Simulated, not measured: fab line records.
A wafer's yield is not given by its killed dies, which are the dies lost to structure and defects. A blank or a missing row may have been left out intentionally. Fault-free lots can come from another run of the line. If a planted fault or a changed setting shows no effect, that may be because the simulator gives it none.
Lot-split experiment + flow n5-finfet + route with 1938 steps; 7 lots, 39 wafers read

## THE SPLIT ITSELF
At N5_BEOL_M11_VIA_ETCH_34 (etches SiCOH lowk in C4F6/O2, target depth 184.5 nm, time 69.2 s), the setting target-depth-a was moved away from the recipe's 1845 angstrom on 12 of the 39 wafers read, by -45.0% to +52.5%. This setting was run at the recipe's value on the other wafers.

The reading comes from the split's own step.

## THE READING
SOC_of_BEOL_M11_COAT_63.thk-nm (the simulator's own value, which no gauge read), in nm, at N5_BEOL_M11_VIA_ETCH_34 (etches SiCOH lowk in C4F6/O2, target depth 184.5 nm, time 69.2 s). The file does not state a usual value for it. Here, 27 wafers ran the recipe; their average is 92.3 nm with a standard deviation of 0.22 nm.

| wafer  | tool, chamber at the split | target-depth-a as run, angstrom | against the recipe | SOC_of_BEOL_M11_COAT_63.thk-nm, nm | against lot-mates on the recipe |
|--------|----------------------------|---------------------------------|--------------------|------------------------------------|---------------------------------|
| L078.1 | rie-diel-06, 0             | 1845                            | recipe             | 92.4                               | -                               |
| L078.2 | rie-diel-06, 2             | 1845                            | recipe             | 92                                 | -                               |
| L078.3 | rie-diel-06, 1             | 1845                            | recipe             | 92.2                               | -                               |
| L078.4 | rie-diel-06, 3             | 1845                            | recipe             | 92                                 | -                               |
| L078.5 | rie-diel-06, 3             | 1845                            | recipe             | 92.4                               | -                               |
| L078.6 | rie-diel-06, 2             | 1845                            | recipe             | 92                                 | -                               |
| L084.1 | rie-diel-01, 3             | 1845                            | recipe             | 91.8                               | -                               |
| L084.2 | rie-diel-01, 2             | 2410                            | +30.6%             | 89.6                               | -2.4                            |
| L084.3 | rie-diel-01, 0             | 1845                            | recipe             | 92                                 | -                               |
| L084.4 | rie-diel-01, 1             | 1845                            | recipe             | 92.2                               | -                               |
| L084.5 | rie-diel-01, 1             | 2410                            | +30.6%             | 90.2                               | -1.8                            |
| L084.6 | rie-diel-01, 0             | 2410                            | +30.6%             | 90                                 | -2.0                            |
| L088.1 | rie-diel-06, 1             | 1135                            | -38.5%             | 95.4                               | +3.1                            |
| L088.2 | rie-diel-06, 2             | 1135                            | -38.5%             | 95.6                               | +3.3                            |
| L088.3 | rie-diel-06, 0             | 1135                            | -38.5%             | 95.4                               | +3.1                            |
| L088.4 | rie-diel-06, 3             | 1845                            | recipe             | 92.2                               | -                               |
| L088.5 | rie-diel-06, 0             | 1845                            | recipe             | 92.2                               | -                               |
| L088.6 | rie-diel-06, 1             | 1845                            | recipe             | 92.4                               | -                               |
| L087.1 | rie-diel-01, 2             | 1845                            | recipe             | 92.2                               | -                               |
| L087.2 | rie-diel-01, 3             | 2813                            | +52.5%             | 87.8                               | -4.6                            |
| L087.3 | rie-diel-01, 0             | 2813                            | +52.5%             | 88.4                               | -4.0                            |
| L087.4 | rie-diel-01, 1             | 1845                            | recipe             | 92.6                               | -                               |
| L087.5 | rie-diel-01, 0             | 2813                            | +52.5%             | 88.2                               | -4.2                            |
| L087.6 | rie-diel-01, 1             | 1845                            | recipe             | 92.4                               | -                               |
| L092.2 | rie-diel-06, 1             | 1845                            | recipe             | 92.2                               | -                               |
| L092.3 | rie-diel-06, 0             | 1845                            | recipe             | 92.4                               | -                               |
| L092.6 | rie-diel-06, 1             | 1845                            | recipe             | 92.2                               | -                               |
| L094.1 | rie-diel-02, 1             | 1845                            | recipe             | 92.4                               | -                               |
| L094.2 | rie-diel-02, 2             | 1845                            | recipe             | 92.6                               | -                               |
| L094.3 | rie-diel-02, 0             | 1845                            | recipe             | 92.2                               | -                               |
| L094.4 | rie-diel-02, 3             | 1845                            | recipe             | 92.8                               | -                               |
| L094.5 | rie-diel-02, 0             | 1845                            | recipe             | 92                                 | -                               |
| L094.6 | rie-diel-02, 1             | 1845                            | recipe             | 92.2                               | -                               |
| L097.1 | rie-diel-06, 0             | 1015                            | -45.0%             | 96.4                               | +4.0                            |
| L097.2 | rie-diel-06, 3             | 1845                            | recipe             | 92.4                               | -                               |
| L097.3 | rie-diel-06, 1             | 1845                            | recipe             | 92.2                               | -                               |
| L097.4 | rie-diel-06, 2             | 1015                            | -45.0%             | 95.8                               | +3.4                            |
| L097.5 | rie-diel-06, 3             | 1845                            | recipe             | 92.6                               | -                               |
| L097.6 | rie-diel-06, 2             | 1015                            | -45.0%             | 96.2                               | +3.8                            |

FIT RESULTS
A straight line over all 39 wafers: SOC_of_BEOL_M11_COAT_63.thk-nm changes by -0.0814 nm for each +1% of target-depth-a; r = -0.99; the points scatter about the line by 0.24 nm.
The same after taking each lot's own level away (the mean of its wafers on the recipe; 39 wafers): -0.0804 nm for each +1%; r = -0.99; scatter 0.23 nm.
Per that fit: largest target-depth-a move, reading shift of 4.2 nm.
The span of the lots' own levels, 92.00 to 92.40 nm, comes to 1.8 times the standard deviation stated above.
The two slopes agree, so the slope changes little with the lot-to-lot level.
Check: for one of the wafers moved furthest among these (+52.5%), held out of the fit, the line's prediction against its lot-mates is -4.1 nm. It came out at -4.6 nm against them.

## OTHER SPLITS APPLIED TO THESE WAFERS
Other splits were also applied to these wafers ahead of the reading. Each is held against what the fit with the lots' levels taken away leaves over:
| other split on the same wafers   | wafers away from the commonest value | r with SOC_of_BEOL_M11_COAT_63.thk-nm (lot level and that fit taken away) |
|----------------------------------|--------------------------------------|---------------------------------------------------------------------------|
| N5_BEOL_M8_TRENCH_ETCH_37 time-s | 15                                   | -0.02                                                                     |

## THE WHOLE CHAIN: every reading that the file lists as answering this split, in the file's order
| step                    | what it does                                                     | reading                                                                         | change (the file's fit)                | r (the file's) |
|-------------------------|------------------------------------------------------------------|---------------------------------------------------------------------------------|----------------------------------------|----------------|
| N5_BEOL_M11_VIA_ETCH_34 | etches SiCOH lowk in C4F6/O2, target depth 184.5 nm, time 69.2 s | etch.depth-nm (the simulator's own value, which no gauge read)                  | +1.88 nm for each +1% of the setting   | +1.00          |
| N5_BEOL_M11_VIA_ETCH_34 | etches SiCOH lowk in C4F6/O2, target depth 184.5 nm, time 69.2 s | SOC_of_BEOL_M11_COAT_63.thk-nm (the simulator's own value, which no gauge read) | -0.0804 nm for each +1% of the setting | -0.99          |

## THE FILE'S OWN FIT
SOC_of_BEOL_M11_COAT_63.thk-nm changes by -0.0804 nm for each +1% of target-depth-a, r = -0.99.
